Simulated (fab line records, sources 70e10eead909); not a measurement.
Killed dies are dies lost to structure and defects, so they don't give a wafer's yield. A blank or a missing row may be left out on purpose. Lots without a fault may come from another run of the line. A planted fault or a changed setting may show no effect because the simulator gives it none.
fab line records | flow nand_harc
record lots=12 wafers=36 last_day=33
route steps=1302 shown A_CONTACT@1086 A_BLC@1114 END@1302
lots that met no fault: from a run of the same line without faults
start_h: hours from the record's first day to the start of the lot's first wafer shown | wait_h: hours since the lot's step before | " the same as in the row above | L1.1+2: a row that stands for several wafers | - no value, or no start given | * or withheld: withheld | < > ~ a bound
route shown NAME@n: a module of which the file shows steps, and the number in the route of the first | usual: mean/standard deviation of fault-free wafers | same: alike in all rows | chamber/n: place in a boat | sites: the reading at each site | _std_site: their standard deviation | _edge_site: outer sites' mean less inner sites' | radius_mm: how far each site lies from the wafer's centre | mask NAME#n: copy n | behind: the tool/chamber that last shaped the wafer | hold: why the lot was held/for how many hours/how that ended | device: the transistor (n, p or np) that didn't switch | end of line: the same wafers' tests at the end of the route | a step without rows: its recipe alone | killed: dies lost to structure and defects at the first sort, not the wafer's yield | map: a wafer's dies, x killed, . not, _ none there
set.NAME: the setting as run; set.NAME@STEP: as run at that earlier step | model.NAME: the simulator's own value behind a step, which no gauge read
steps of the route over a sample of lots; a table a step, a row a wafer
services: from which hour (start_h, from the record's first day; less than 0 if before it) a tool's chamber was out of use, for how many hours, and why
## steps
# step NHARC_A_CONTACT_ETCH_134
# recipe source_w=withheld pressure_mtorr=20 bias_v=withheld time_s=140 target_depth_a=7000 ar_flow_sccm=withheld c4f8_flow_sccm=withheld o2_flow_sccm=withheld chemistry=C4F8/O2/Ar
# columns lot.wafer tool chamber start_h wait_h rf_hours_counter_h
L120.1 har_cap_etch-03 0 526.99 - 45
L120.4 " 0 " " -
L120.6 " 1 " " -
L122.1 har_cap_etch-01 1 544.32 - 5
L122.2 " 0 " " 5
L122.3 " 0 " " -
L124.2 har_cap_etch-02 0 560.25 - 95
L124.5 " 1 " " -
L124.6 " 0 " " -
L123.2 har_cap_etch-02 0 565.41 - 97
L123.1 " 1 " " 97
L123.5 " 0 " " -
L128.2 har_cap_etch-03 1 585.27 - 58
L128.1 " 0 " " 58
L128.6 " 1 " " -
L131.2 har_cap_etch-02 1 631.45 - 108
L131.4 " 1 " " -
L131.6 " 1 " " -
L134.1 har_cap_etch-02 0 651.66 - 114
L134.3 " 0 " " -
L134.4 " 1 " " -
L133.1 har_cap_etch-01 0 653.22 - 28
L133.4 " 1 " " -
L133.3 " 0 " " -
L135.1 har_cap_etch-02 1 658.41 - 115
L135.4 " 0 " " -
L135.3 " 1 " " -
L140.1 har_cap_etch-01 1 716.44 - 41
L140.2 " 0 " " 41
L140.5 " 0 " " -
L142.2 har_cap_etch-01 1 726.30 - 42
L142.3 " 1 " " -
L142.4 " 0 " " -
L141.1 har_cap_etch-02 0 729.86 - 127
L141.4 " 0 " " -
L141.5 " 1 " " -
# step NHARC_A_CONTACT_ETCH_135
# recipe source_w=withheld pressure_mtorr=20 bias_v=1200 time_s=311 target_depth_a=19120 ar_flow_sccm=withheld c4f8_flow_sccm=withheld o2_flow_sccm=withheld chemistry=C4F8/O2/Ar
# columns lot.wafer tool chamber start_h wait_h rf_hours_counter_h
L120.1 har_cap_etch-03 0 527.19 0.2 45
L120.4 " 0 " " -
L120.6 " 1 " " -
L122.1 har_cap_etch-01 1 544.52 0.2 5
L122.2 " 0 " " 5
L122.3 " 0 " " -
L124.2 har_cap_etch-02 0 560.46 0.2 96
L124.5 " 1 " " -
L124.6 " 0 " " -
L123.2 har_cap_etch-02 0 565.62 0.2 97
L123.1 " 1 " " 97
L123.5 " 0 " " -
L128.2 har_cap_etch-03 1 585.47 0.2 58
L128.1 " 0 " " 58
L128.6 " 1 " " -
L131.2 har_cap_etch-02 1 631.66 0.2 108
L131.4 " 1 " " -
L131.6 " 1 " " -
L134.1 har_cap_etch-02 0 651.86 0.2 114
L134.3 " 0 " " -
L134.4 " 1 " " -
L133.1 har_cap_etch-01 0 653.43 0.2 29
L133.4 " 1 " " -
L133.3 " 0 " " -
L135.1 har_cap_etch-02 1 658.69 0.2 116
L135.4 " 0 " " -
L135.3 " 1 " " -
L140.1 har_cap_etch-01 1 716.65 0.2 41
L140.2 " 0 " " 41
L140.5 " 0 " " -
L142.2 har_cap_etch-01 1 726.50 0.2 42
L142.3 " 1 " " -
L142.4 " 0 " " -
L141.1 har_cap_etch-02 0 730.06 0.2 127
L141.4 " 0 " " -
L141.5 " 1 " " -
# step NHARC_A_CONTACT_ETCH_110
# recipe target_depth_a=600 overetch_a=60 time_s=33 ion_energy_ev=100 cf4_flow_sccm=80 o2_flow_sccm=20 ar_flow_sccm=0 rf_w=300 bias_w=100 chemistry=CF4/O2
# usual drypump_motor_current_A=5.8/0.38 oes_product_au=0.996/0.011 rf_vpp_V=197.6/1.7 showerhead_plenum_p_Torr=1.32/0.075 throttle_valve_pct=13.397/0.0085
# columns lot.wafer tool chamber start_h wait_h drypump_motor_current_A oes_product_au rf_hours_counter_h rf_vpp_V showerhead_plenum_p_Torr throttle_valve_pct
L120.1 rie_diel-06 1 529.35 0.1 6.7 0.984 10 199.1 1.42 13.398
L120.4 " 2 " " 5.3 1.004 11 200.3 1.43 13.415
L120.6 " 0 " " 5.8 1.001 - 198.6 1.37 13.402
L122.1 rie_diel-02 2 546.73 0.1 5.8 0.986 22 195.2 1.24 13.388
L122.3 " 0 " " 6.0 0.982 23 200.3 1.41 13.399
L122.2 " 1 " " 5.7 0.989 17 195.2 1.25 13.401
L124.2 rie_diel-06 1 562.96 0.3 6.7 0.986 23 199.9 1.42 13.404
L124.5 " 1 " " 6.8 0.979 - 198.7 1.42 13.414
L124.6 " 2 " " 5.2 0.985 - 199.4 1.43 13.396
L123.2 rie_diel-01 0 570.98 0.1 5.0 1.008 4 197.5 1.31 13.395
L123.1 " 3 " " 5.2 0.990 2 195.4 1.25 13.398
L123.5 " 1 " " 6.4 0.980 - 197.2 1.36 13.395
L128.1 rie_diel-02 3 587.63 0.1 5.9 0.992 2 197.4 1.25 13.387
L128.2 " 0 " " 6.0 1.005 2 198.4 1.41 13.393
L128.6 " 0 " " 6.0 1.002 - 199.4 1.41 13.406
L131.2 rie_diel-06 0 633.77 0.0 5.7 0.980 46 198.1 1.36 13.402
L131.4 " 2 " " 5.2 0.975 49 199.8 1.42 13.394
L131.6 " 0 " " 5.7 0.980 - 199.0 1.36 13.391
L134.3 rie_diel-01 3 654.03 0.1 5.2 0.993 33 196.5 1.25 13.390
L134.1 " 0 " " 5.1 0.999 35 195.5 1.30 13.401
L134.4 " 1 " " 6.4 0.983 33 197.4 1.35 13.413
L133.1 rie_diel-02 0 655.58 0.1 6.0 0.993 14 200.0 1.41 13.407
L133.4 " 2 " " 5.8 0.999 15 196.9 1.24 13.391
L133.3 " 3 " " 5.9 0.986 13 197.7 1.25 13.391
L135.3 rie_diel-06 0 661.25 0.1 5.8 0.993 55 199.8 1.36 13.389
L135.1 " 1 " " 6.8 0.993 55 198.0 1.41 13.400
L135.4 " 2 " " 5.3 0.989 61 200.4 1.42 13.400
L140.1 rie_diel-02 2 718.82 0.0 5.8 1.001 26 195.3 1.23 13.409
L140.2 " 1 " " 5.7 1.003 26 195.7 1.24 13.408
L140.5 " 3 " " 5.9 0.981 - 196.1 1.25 13.388
L142.4 rie_diel-06 2 728.66 0.1 5.3 1.003 17 198.8 1.42 13.408
L142.3 " 0 " " 5.8 0.996 23 198.8 1.35 13.400
L142.2 " 1 " " 6.8 0.983 19 198.2 1.40 13.408
L141.4 rie_diel-02 1 732.22 0.1 5.7 0.993 28 196.5 1.24 13.401
L141.1 " 2 " " 5.8 0.999 29 197.2 1.23 13.406
L141.5 " 1 " " 5.7 0.998 - 195.0 1.24 13.387
# step NHARC_A_BLC_EXPOSE_07
# recipe na=1.35 target_cd_nm=100 dose_mj=67.97 mask_id=A_BLC
# usual exposure_dose_mJ_cm2=67.98/0.066
# columns lot.wafer tool chamber start_h wait_h mask exposure_dose_mJ_cm2
L120.1 arfi_scanner-01 0 531.73 - A_BLC#0 67.98
L120.4 " 0 " " A_BLC#0 67.98
L120.6 " 0 " " A_BLC#0 68.02
L122.1 arfi_scanner-03 0 549.32 - A_BLC#0 68.00
L122.2 " 0 " " A_BLC#0 67.95
L122.3 " 0 " " A_BLC#0 68.01
L124.2 arfi_scanner-02 0 566.21 - A_BLC#0 67.91
L124.5 " 0 " " A_BLC#0 67.99
L124.6 " 0 " " A_BLC#0 67.92
L123.1 arfi_scanner-01 0 574.36 - A_BLC#0 67.96
L123.2 " 0 " " A_BLC#0 67.98
L123.5 " 0 " " A_BLC#0 67.93
L128.1 arfi_scanner-01 0 590.14 - A_BLC#0 67.88
L128.2 " 0 " " A_BLC#0 68.00
L128.6 " 0 " " A_BLC#0 67.90
L131.2 arfi_scanner-01 0 636.30 - A_BLC#0 73.75
L131.4 " 0 " " A_BLC#0 73.71
L131.6 " 0 " " A_BLC#0 73.80
L134.1 arfi_scanner-03 0 656.54 - A_BLC#0 68.05
L134.3 " 0 " " A_BLC#0 68.03
L134.4 " 0 " " A_BLC#0 68.04
L133.1 arfi_scanner-01 0 658.28 - A_BLC#0 72.58
L133.3 " 0 " " A_BLC#0 72.55
L133.4 " 0 " " A_BLC#0 72.59
L135.1 arfi_scanner-03 0 663.75 - A_BLC#0 68.02
L135.3 " 0 " " A_BLC#0 68.10
L135.4 " 0 " " A_BLC#0 67.99
L140.1 arfi_scanner-03 0 721.33 - A_BLC#0 68.09
L140.2 " 0 " " A_BLC#0 67.98
L140.5 " 0 " " A_BLC#0 67.91
L142.2 arfi_scanner-02 0 731.17 - A_BLC#0 67.99
L142.3 " 0 " " A_BLC#0 67.87
L142.4 " 0 " " A_BLC#0 67.90
L141.1 arfi_scanner-03 0 734.73 - A_BLC#0 67.90
L141.4 " 0 " " A_BLC#0 67.90
L141.5 " 0 " " A_BLC#0 67.98
# step NHARC_A_BLC_CD_MEAS_10
# recipe target_cd_nm=100 landing_energy_ev=500
# usual cd_nm=99.5/1
# columns lot.wafer tool chamber start_h wait_h hold cd_nm
L120.1 cd_sem-03 0 531.87 - - 98.7
L120.4 " 0 " " - 98.0
L120.6 " 0 " " - 98.0
L122.1 cd_sem-01 0 549.46 - - 99.6
L122.2 " 0 " " - 99.5
L122.3 " 0 " " - 98.4
L124.2 cd_sem-02 0 566.35 - - 100.9
L124.5 " 0 " " - 99.6
L124.6 " 0 " " - 101.1
L123.1 cd_sem-02 0 574.50 - - 99.6
L123.2 " 0 " " - 100.0
L123.5 " 0 " " - 99.4
L128.1 cd_sem-02 0 590.28 - - 98.6
L128.2 " 0 " " - 98.5
L128.6 " 0 " " - 97.9
L131.2 cd_sem-02 0 636.44 - await_dispo/0.2h/release 104.8
L131.4 " 0 " " await_dispo/0.2h/release 103.2
L131.6 " 0 " " await_dispo/0.2h/release 104.8
L131.2 cd_sem-02 0 - - - 104.5
L131.4 " 0 " " - 103.3
L131.6 " 0 " " - 105.0
L134.1 cd_sem-01 0 656.68 - - 98.9
L134.3 " 0 " " - 98.6
L134.4 " 0 " " - 97.9
L133.1 cd_sem-01 0 658.42 - - 102.3
L133.3 " 0 " " - 102.5
L133.4 " 0 " " - 101.6
L135.1 cd_sem-02 0 663.89 - - 99.4
L135.3 " 0 " " - 99.3
L135.4 " 0 " " - 98.6
L140.1 cd_sem-02 0 721.47 - - 99.2
L140.2 " 0 " " - 98.3
L140.5 " 0 " " - 98.9
L142.2 cd_sem-03 0 731.31 - - 99.0
L142.3 " 0 " " - 98.6
L142.4 " 0 " " - 98.2
L141.1 cd_sem-03 0 734.87 - - 99.8
L141.4 " 0 " " - 99.9
L141.5 " 0 " " - 100.6
# step NHARC_END_SORT_01
# recipe temp_c=25
# usual killed_at_array=47/18 killed_at_other=0.9/1.1 killed_at_periphery=4/3.1 killed_dies=52/18 killed_open=3.1/1.5 killed_short=2.4/1.5
# same gross_dies=677
# columns lot.wafer tool chamber start_h wait_h killed_at_array killed_at_other killed_at_periphery killed_dies killed_open killed_short
L131.2 prober-01 0 689.03 2.8 26 2 1 29 0 2
L131.4 prober-01 0 690.63 3.4 29 1 5 35 6 2
L131.6 prober-01 0 692.24 4.0 42 1 1 44 5 4
L133.1 prober-02 0 703.80 2.5 28 0 6 34 1 2
L133.3 prober-02 0 705.39 3.1 30 0 6 36 4 1
L133.4 prober-02 0 706.18 3.4 47 0 6 53 5 2
L135.1 prober-02 0 711.59 2.5 53 0 17 70 7 6
L135.4 prober-02 0 713.99 3.4 69 0 8 77 4 2
L140.2 prober-02 0 774.97 2.8 49 4 1 54 6 2
L141.1 prober-01 0 780.28 2.5 36 1 5 42 2 1
L141.4 prober-01 0 782.66 3.4 26 0 4 30 2 1
L141.5 prober-01 0 783.46 3.7 24 0 3 27 4 4
# killed by level:class
L131.2 A_CHANNEL_HOLE_D1:chamber_film_flake=9 A_CHANNEL_HOLE_D2:chamber_film_flake=8 A_SLIT:chamber_film_flake=2 A_CONTACT:chamber_film_flake=2 A_M1:geometric_particle:short=1 P_M0:chamber_film_flake=1 STARTING-WAFER:geometric_particle:short=1 A_CHANNEL_FILL_D1:chamber_film_flake=1
L131.4 A_CHANNEL_HOLE_D2:chamber_film_flake=8 A_CHANNEL_HOLE_D1:chamber_film_flake=7 A_CONTACT:chamber_film_flake=6 P_M1:geometric_particle:open=2 P_GATE:geometric_particle:open=1 P_M0:geometric_particle:open=1 A_CHANNEL_FILL_D1:geometric_particle:open=1 A_CHANNEL_FILL_D2:geometric_particle:short=1
L131.6 A_CHANNEL_HOLE_D2:chamber_film_flake=17 A_CHANNEL_HOLE_D1:chamber_film_flake=7 A_STAIRCASE:chamber_film_flake=3 A_CHANNEL_FILL_D2:geometric_particle:short=2 A_CONTACT:geometric_particle:open=2 A_DECK1_JOINT:chamber_film_flake=2 A_M0:chamber_film_flake=2 P_M0:geometric_particle:open=1
L133.1 A_CHANNEL_HOLE_D1:chamber_film_flake=18 P_STI:chamber_film_flake=4 A_STAIRCASE:chamber_film_flake=3 A_CHANNEL_FILL_D2:chamber_film_flake=2 A_WL_FILL:chamber_film_flake=2 P_CONTACT:geometric_particle:open=1 A_CHANNEL_FILL_D1:geometric_particle:short=1 A_SGD_CUT:geometric_particle:short=1
L133.3 A_CHANNEL_HOLE_D1:chamber_film_flake=17 A_STAIRCASE:chamber_film_flake=5 P_STI:chamber_film_flake=2 A_BONDPAD:chamber_film_flake=2 P_CONTACT:geometric_particle:open=1 P_M0:geometric_particle:open=1 A_CHANNEL_FILL_D1:geometric_particle:open=1 A_ONON_D2:geometric_particle:open=1
L133.4 A_CHANNEL_HOLE_D1:chamber_film_flake=33 A_CHANNEL_FILL_D1:geometric_particle:open=3 A_STAIRCASE:chamber_film_flake=3 P_STI:chamber_film_flake=2 P_BONDPAD:chamber_film_flake=2 A_CONTACT:chamber_film_flake=2 P_M0:geometric_particle:short=1 A_ONON_D1:geometric_particle:open=1
L135.1 A_CHANNEL_HOLE_D2:chamber_film_flake=16 A_CHANNEL_HOLE_D1:chamber_film_flake=10 P_CONTACT:chamber_film_flake=8 A_CONTACT:chamber_film_flake=6 A_SLIT:chamber_film_flake=6 P_M2:chamber_film_flake=4 A_STAIRCASE:chamber_film_flake=4 A_M0:geometric_particle:open=3
L135.4 A_CHANNEL_HOLE_D1:chamber_film_flake=33 A_CHANNEL_HOLE_D2:chamber_film_flake=19 A_CONTACT:chamber_film_flake=10 P_CONTACT:chamber_film_flake=3 P_M0:geometric_particle:short=2 P_ZERO_WELL:chamber_film_flake=2 A_ONON_D1:geometric_particle:open=1 A_DECK1_JOINT:geometric_particle:open=1
L140.2 A_SLIT:chamber_film_flake=23 A_STAIRCASE:chamber_film_flake=6 A_CHANNEL_HOLE_D1:chamber_film_flake=5 A_CHANNEL_HOLE_D2:chamber_film_flake=4 THIN_TSV:chamber_film_flake=3 A_CHANNEL_FILL_D1:geometric_particle:open=2 A_WL_FILL:chamber_film_flake=2 P_M0:geometric_particle:open=1
L141.1 A_CONTACT:chamber_film_flake=13 A_SLIT:chamber_film_flake=10 A_CHANNEL_FILL_D1:chamber_film_flake=7 A_CHANNEL_HOLE_D2:chamber_film_flake=2 P_CONTACT:geometric_particle:open=1 P_M0:geometric_particle:short=1 A_M0:geometric_particle:open=1 P_STI:chamber_film_flake=1
L141.4 A_SLIT:chamber_film_flake=8 A_CONTACT:chamber_film_flake=6 A_CHANNEL_HOLE_D1:chamber_film_flake=3 A_CHANNEL_FILL_D1:chamber_film_flake=2 P_GATE:geometric_particle:open=1 A_DECK1_JOINT:geometric_particle:short=1 A_CHANNEL_FILL_D2:geometric_particle:open=1 P_STI:chamber_film_flake=1
L141.5 A_CONTACT:chamber_film_flake=6 A_SLIT:chamber_film_flake=4 A_DECK1_JOINT:geometric_particle:open=2 A_CHANNEL_HOLE_D1:chamber_film_flake=2 P_STI:geometric_particle:open=1 P_CONTACT:geometric_particle:open=1 A_CHANNEL_HOLE_D1:geometric_particle:short=1 A_CHANNEL_FILL_D1:geometric_particle:short=1
## services
# columns tool chamber start_h hours kind
har_cap_etch-01 0 514.00 - clean
har_cap_etch-01 1 514.00 - clean
arfi_scanner-03 - 529.14 0.7 repair
rie_diel-02 3 533.19 15.8 repair
arfi_scanner-03 - 540.00 4.0 pm
arfi_scanner-01 - 557.43 0.2 repair
rie_diel-01 - 558.16 9.0 pm
arfi_scanner-02 - 563.63 0.3 repair
rie_diel-02 - 571.27 9.0 pm
arfi_scanner-03 - 575.80 5.9 repair
har_cap_etch-02 - 575.92 1.2 repair
har_cap_etch-02 - 592.77 0.2 repair
arfi_scanner-01 - 596.00 4.0 pm
rie_diel-06 0 608.46 4.5 repair
rie_diel-02 3 610.42 14.1 repair
rie_diel-01 1 638.37 6.7 repair
rie_diel-06 - 661.47 9.0 pm
arfi_scanner-01 - 665.47 1.3 repair
arfi_scanner-02 - 666.82 4.0 pm
arfi_scanner-02 - 671.85 0.6 repair
arfi_scanner-03 - 678.40 1.2 repair
arfi_scanner-03 - 712.00 4.0 pm
arfi_scanner-02 - 719.45 2.2 repair
arfi_scanner-01 - 731.95 3.0 repair
## key
first_sign step=NHARC_A_BLC_EXPOSE_07 reading=exposure_dose_mJ_cm2 direction=up sigmas=78 usual=67.98 struck=73.16
effect step=NHARC_A_BLC_CD_MEAS_10 reading=visit direction=added through=control_loop
met_at NHARC_A_BLC_EXPOSE_07
struck_lots L131,L133
tester_left_out L131,L133
loop_trim step=NHARC_A_BLC_EXPOSE_07 setting=dose lots=L133
not_acting_at NHARC_A_CONTACT_ETCH_134,NHARC_A_CONTACT_ETCH_135,NHARC_A_CONTACT_ETCH_110
onset_between 590.14 636.30
fault kind=process_parameter_drift tool=arfi_scanner-01 chamber=- onset_h=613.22 steps=NHARC_A_BLC_EXPOSE_07 channel=dose_mj offset=5.669 shape=step acts_in=these_recipes_only stated=67.97
# tester_left_out: of these lots the tester's yield and bins aren't shown, on N5 and GAA mostly nor the transistor test; their killed dies are dies lost to structure and defects alone, not to doping, threshold or leakage, so they don't give the yield
# loop_trim: a control loop set the setting to another value than it would have without faults
